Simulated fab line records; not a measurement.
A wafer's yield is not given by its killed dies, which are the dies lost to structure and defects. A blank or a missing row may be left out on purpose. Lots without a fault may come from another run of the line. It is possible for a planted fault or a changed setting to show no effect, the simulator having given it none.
The tool behind it: which one? + flow nand_harc + 11 lots with 33 wafers sampled at 5 steps, on a route of 1302 steps

## WHAT EACH GAUGE READ, for each wafer
NHARC_END_SORT_01. Usual: killed_at_array 55, standard deviation 17; killed_at_other 1.1, standard deviation 1.6; killed_at_periphery 3.8, standard deviation 2.5; killed_dies 60, standard deviation 18; killed_open 3.3, standard deviation 1.9; killed_short 2.5, standard deviation 1.7.
| lot  | measured     | on        | killed_at_array | killed_at_other | killed_at_periphery | killed_dies | killed_open | killed_short | flag |
|------|--------------|-----------|-----------------|-----------------|---------------------|-------------|-------------|--------------|------|
| L989 | day 28 19:31 | prober-02 | 668 669 673     | 2 3 4           | 7 5 0               | 677 677 677 | 1 4 4       | 2 5 2        | OFF  |
| L988 | day 28 19:39 | prober-01 | 669 671 666     | 1 1 3           | 7 5 8               | 677 677 677 | 7 2 4       | 5 3 2        | OFF  |
| L990 | day 29 14:52 | prober-02 | 672 672 675     | 2 0 0           | 3 5 2               | 677 677 677 | 5 1 1       | 7 0 3        | OFF  |

## WHAT TOOL EACH LOT RAN ON (gives the tool, then ch and the chambers of the sampled wafers, and finally the start)
| lot  | NHARC_A_STAIRCASE_TRIM_229         | NHARC_A_STAIRCASE_HM_OPEN_457                 | NHARC_A_STAIRCASE_ETCH_273         | NHARC_A_STAIRCASE_HM_OPEN_460                 |
|------|------------------------------------|-----------------------------------------------|------------------------------------|-----------------------------------------------|
| L982 | rie_diel-11 ch 0,1,2, day 18 04:49 | rie_diel-13 ch 0,1,2, day 18 12:04 or earlier | rie_diel-13 ch 0,2, day 18 12:04   | rie_diel-08 ch 0,2,3, no start                |
| L984 | rie_diel-13 ch 0,3, day 19 02:56   | rie_diel-13 ch 0,1,3, day 19 14:01 or earlier | rie_diel-13 ch 1,2, day 19 14:01   | rie_diel-13 ch 0,2,3, no start                |
| L985 | rie_diel-08 ch 1,2,3, day 19 22:20 | rie_diel-13 ch 1,2,3, day 20 09:29 or earlier | rie_diel-13 ch 0,1,3, day 20 09:29 | rie_diel-08 ch 0,1,3, no start                |
| L989 | rie_diel-11 ch 1,3, day 20 13:54   | rie_diel-13 ch 1,3, day 20 21:50 or earlier   | rie_diel-13 ch 2,3, day 20 21:50   | rie_diel-08 ch 0,2, day 28 19:31 or earlier   |
| L988 | rie_diel-08 ch 1,2,3, day 20 14:50 | rie_diel-08 ch 0,1, day 20 23:14 or earlier   | rie_diel-08 ch 0,1,2, day 20 23:14 | rie_diel-13 ch 1,2, day 28 19:39 or earlier   |
| L990 | rie_diel-08 ch 0,1, day 21 14:02   | rie_diel-08 ch 1,3, day 22 00:41 or earlier   | rie_diel-08 ch 0,2, day 22 00:41   | rie_diel-08 ch 0,1,2, day 29 14:52 or earlier |
| L993 | rie_diel-08 ch 2,3, day 22 15:55   | rie_diel-11 ch 1,2,3, day 22 23:59 or earlier | rie_diel-11 ch 0,2,3, day 22 23:59 | rie_diel-08 ch 0,1,3, no start                |
| L999 | rie_diel-13 ch 0,1,3, day 24 10:12 | rie_diel-08 ch 0,1,2, day 24 17:31 or earlier | rie_diel-08 ch 0,1,2, day 24 17:31 | rie_diel-13 ch 1,2, no start                  |
| L998 | rie_diel-13 ch 0,1,2, day 24 11:22 | rie_diel-13 ch 0,2, day 24 19:28 or earlier   | rie_diel-13 ch 0,2, day 24 19:28   | rie_diel-13 ch 1,2, no start                  |
| L997 | rie_diel-11 ch 0,1,2, day 24 16:23 | rie_diel-08 ch 0,2,3, day 24 23:20 or earlier | rie_diel-08 ch 0,1, day 24 23:20   | rie_diel-08 ch 0,1,3, no start                |
| L100 | rie_diel-08 ch 0,1,2, day 25 07:31 | rie_diel-13 ch 0,2,3, day 25 19:13 or earlier | rie_diel-13 ch 1,2, day 25 19:13   | rie_diel-11 ch 2,3, no start                  |
- NHARC_A_STAIRCASE_TRIM_229: chemistry O2, time 211.2 s.
- NHARC_A_STAIRCASE_HM_OPEN_457: chemistry O2/COS.
- NHARC_A_STAIRCASE_ETCH_273: etches the open film in C4F8/O2/Ar, target depth 10200 nm, time 2468.6 s.
- NHARC_A_STAIRCASE_HM_OPEN_460: chemistry O2/COS.

## AS READ BY THE TOOLS THEMSELVES (means over the sampled wafers that have a number; for cases with no such wafer, the mark the record gives instead)
NHARC_A_STAIRCASE_TRIM_229. Usual: drypump_motor_current_A 6.0 A, standard deviation 0.56; o2_flow_sccm 499.9 sccm, standard deviation 1.5; oes_product_au 0.999 a.u., standard deviation 0.0097; rf_vpp_V 57.7 V, standard deviation 0.89; showerhead_plenum_p_Torr 3.54 Torr, standard deviation 0.16; throttle_valve_pct 17.036 %, standard deviation 0.0087.
| lot  | tool        | drypump_motor_current_A (A) | o2_flow_sccm (sccm) | oes_product_au (a.u.) | rf_vpp_V (V) | showerhead_plenum_p_Torr (Torr) | throttle_valve_pct (%) | flag |
|------|-------------|-----------------------------|---------------------|-----------------------|--------------|---------------------------------|------------------------|------|
| L982 | rie_diel-11 | 6.3                         | 499.4               | 1.001                 | 57.4         | 3.41                            | 17.035                 |      |
| L984 | rie_diel-13 | 5.3                         | 500.6               | 0.997                 | 56.9         | 3.52                            | 17.031                 |      |
| L985 | rie_diel-08 | 6.1                         | 499.3               | 1.011                 | 58.3         | 3.58                            | 17.035                 |      |
| L989 | rie_diel-11 | 6.1                         | 500.2               | 0.996                 | 58.0         | 3.52                            | 17.027                 |      |
| L988 | rie_diel-08 | 6.1                         | 500.7               | 0.997                 | 57.2         | 3.58                            | 17.034                 |      |
| L990 | rie_diel-08 | 5.4                         | 500.4               | 1.002                 | 58.5         | 3.66                            | 17.036                 |      |
| L993 | rie_diel-08 | 5.8                         | 499.7               | 0.993                 | 57.5         | 3.61                            | 17.029                 |      |
| L999 | rie_diel-13 | 5.9                         | 500.8               | 0.997                 | 56.9         | 3.44                            | 17.041                 |      |
| L998 | rie_diel-13 | 5.9                         | 498.6               | 0.999                 | 57.6         | 3.52                            | 17.034                 |      |
| L997 | rie_diel-11 | 6.3                         | 499.1               | 0.995                 | 58.1         | 3.39                            | 17.035                 |      |
| L100 | rie_diel-08 | 5.6                         | 500.4               | 1.017                 | 57.4         | 3.57                            | 17.031                 |      |

NHARC_A_STAIRCASE_HM_OPEN_457. Usual: value, then standard deviation, for each; cos_flow_sccm 20.00 sccm / 0.059; drypump_motor_current_A 5.9 A / 0.6; o2_flow_sccm 399.9 sccm / 1.2; oes_product_au 0.999 a.u. / 0.0082; rf_vpp_V 468 V / 3.2; showerhead_plenum_p_Torr 3.16 Torr / 0.15; throttle_valve_pct 28.331 % / 0.0093.
| lot  | tool        | cos_flow_sccm (sccm) | drypump_motor_current_A (A) | o2_flow_sccm (sccm) | oes_product_au (a.u.) | rf_vpp_V (V) | showerhead_plenum_p_Torr (Torr) | throttle_valve_pct (%) | flag |
|------|-------------|----------------------|-----------------------------|---------------------|-----------------------|--------------|---------------------------------|------------------------|------|
| L982 | rie_diel-13 | 19.97                | 5.9                         | 399.0               | 1.003                 | 467          | 3.13                            | 28.340                 |      |
| L984 | rie_diel-13 | 20.06                | 5.9                         | 399.4               | 0.998                 | 466          | 3.06                            | 28.335                 |      |
| L985 | rie_diel-13 | 19.98                | 6.1                         | 399.5               | 1.000                 | 468          | 3.14                            | 28.328                 |      |
| L989 | rie_diel-13 | 20.00                | 6.1                         | 401.0               | 1.007                 | 466          | 3.08                            | 28.334                 |      |
| L988 | rie_diel-08 | 20.00                | 6.0                         | 401.0               | 1.003                 | 468          | 3.14                            | 28.336                 |      |
| L990 | rie_diel-08 | 19.98                | 6.4                         | 399.4               | 1.003                 | 468          | 3.13                            | 28.330                 |      |
| L993 | rie_diel-11 | 20.05                | 6.3                         | 400.5               | 0.990                 | 467          | 3.08                            | 28.327                 |      |
| L999 | rie_diel-08 | 19.99                | 5.7                         | 400.7               | 1.004                 | 468          | 3.16                            | 28.328                 |      |
| L998 | rie_diel-13 | 20.07                | 5.7                         | 399.5               | 1.000                 | 470          | 3.25                            | 28.335                 |      |
| L997 | rie_diel-08 | 19.98                | 5.6                         | 401.2               | 0.997                 | 470          | 3.26                            | 28.324                 |      |
| L100 | rie_diel-13 | 19.99                | 5.6                         | 399.7               | 0.996                 | 469          | 3.18                            | 28.327                 |      |

NHARC_A_STAIRCASE_ETCH_273. Usual: bias_w 3001 W, standard deviation 8.5; chamber_pressure_mTorr 25.001 mTorr, standard deviation 0.024; oes_product_au 0.936 a.u., standard deviation 0.011; rf_vpp_V 1830 V, standard deviation 13.
| lot  | tool        | bias_w (W) | chamber_pressure_mTorr (mTorr) | oes_product_au (a.u.) | rf_vpp_V (V) | flag |
|------|-------------|------------|--------------------------------|-----------------------|--------------|------|
| L982 | rie_diel-13 | 3007       | 24.992                         | 0.945                 | 1839         |      |
| L984 | rie_diel-13 | 2998       | 25.000                         | 0.943                 | 1834         |      |
| L985 | rie_diel-13 | 3006       | 24.997                         | 0.941                 | 1822         |      |
| L989 | rie_diel-13 | -          | -                              | -                     | -            | OFF  |
| L988 | rie_diel-08 | -          | -                              | -                     | -            | OFF  |
| L990 | rie_diel-08 | -          | -                              | -                     | -            | OFF  |
| L993 | rie_diel-11 | 2994       | 25.004                         | 0.934                 | 1820         |      |
| L999 | rie_diel-08 | 3008       | 25.017                         | 0.949                 | 1831         |      |
| L998 | rie_diel-13 | 2996       | 24.996                         | 0.934                 | 1837         |      |
| L997 | rie_diel-08 | 3001       | 25.004                         | 0.935                 | 1826         |      |
| L100 | rie_diel-13 | 2997       | 24.993                         | 0.929                 | 1833         |      |

NHARC_A_STAIRCASE_HM_OPEN_460. Usual: value, then standard deviation, for each; cos_flow_sccm 20.00 sccm / 0.056; drypump_motor_current_A 6.0 A / 0.56; o2_flow_sccm 400.0 sccm / 1.2; oes_product_au 0.998 a.u. / 0.0091; rf_vpp_V 467.2 V / 3; showerhead_plenum_p_Torr 3.13 Torr / 0.14; throttle_valve_pct 28.331 % / 0.0088.
| lot  | tool        | cos_flow_sccm (sccm) | drypump_motor_current_A (A) | o2_flow_sccm (sccm) | oes_product_au (a.u.) | rf_vpp_V (V) | showerhead_plenum_p_Torr (Torr) | throttle_valve_pct (%) | flag |
|------|-------------|----------------------|-----------------------------|---------------------|-----------------------|--------------|---------------------------------|------------------------|------|
| L982 | rie_diel-08 | 19.98                | 5.6                         | 399.8               | 1.003                 | 470.1        | 3.28                            | 28.332                 |      |
| L984 | rie_diel-13 | 20.00                | 5.6                         | 400.0               | 0.998                 | 468.5        | 3.20                            | 28.335                 |      |
| L985 | rie_diel-08 | 19.92                | 5.9                         | 399.5               | 0.998                 | 468.9        | 3.24                            | 28.329                 |      |
| L989 | rie_diel-08 | 20.01                | 5.1                         | 400.5               | 0.994                 | 470.3        | 3.28                            | 28.339                 |      |
| L988 | rie_diel-13 | 20.01                | 6.2                         | 400.1               | 1.009                 | 468.8        | 3.21                            | 28.332                 |      |
| L990 | rie_diel-08 | 19.96                | 5.6                         | 399.7               | 0.991                 | 467.9        | 3.17                            | 28.329                 |      |
| L993 | rie_diel-08 | 20.01                | 5.9                         | 399.3               | 0.996                 | 470.2        | 3.23                            | 28.332                 |      |
| L999 | rie_diel-13 | 20.05                | 6.2                         | 401.0               | 1.006                 | 468.9        | 3.20                            | 28.335                 |      |
| L998 | rie_diel-13 | 20.03                | 6.2                         | 400.4               | 1.003                 | 469.1        | 3.20                            | 28.336                 |      |
| L997 | rie_diel-08 | 20.01                | 5.9                         | 399.9               | 1.000                 | 469.1        | 3.22                            | 28.328                 |      |
| L100 | rie_diel-11 | 19.95                | 6.4                         | 400.3               | 0.984                 | 465.3        | 3.07                            | 28.324                 |      |

## THE ANSWER, worked out from the rows above alone
Rule: a lot counts as off when the mean over its wafers that have a number is more than 3 standard deviations away from the usual mean. Also off: a lot with no number at a reading for which 4 or more lots have one. Where the step has rows for the other lots, those lots are counted as sound. First the gauges in route order, then the tools' own readings, where a lot's mean is used as printed above. At the first step where some lot is off, the reading lying furthest off is the one used; lots without a number count as furthest.
Off: L989, L988, L990, at NHARC_END_SORT_01 (killed_at_array). Neither off nor sound, because the step has no rows for them: L982, L984, L985, L993, L999, L998, L997, L100.
If a tool, at a process step before that reading, ran all the lots that are off and no sound lot after the first of them, it fits. Not tried: the gauges at NHARC_END_SORT_01; whatever is off there is also off at NHARC_A_STAIRCASE_ETCH_273, on other tools, and gauge error can't account for it. With no start given for some of its lots, NHARC_A_STAIRCASE_HM_OPEN_457 uses the hours and lot order of NHARC_A_STAIRCASE_ETCH_273. With no start given for some of its lots, NHARC_A_STAIRCASE_HM_OPEN_460 uses the hours and lot order of NHARC_END_SORT_01. No candidate that was tried fits.

## WHAT WAS PUT IN BY THE SIMULATOR
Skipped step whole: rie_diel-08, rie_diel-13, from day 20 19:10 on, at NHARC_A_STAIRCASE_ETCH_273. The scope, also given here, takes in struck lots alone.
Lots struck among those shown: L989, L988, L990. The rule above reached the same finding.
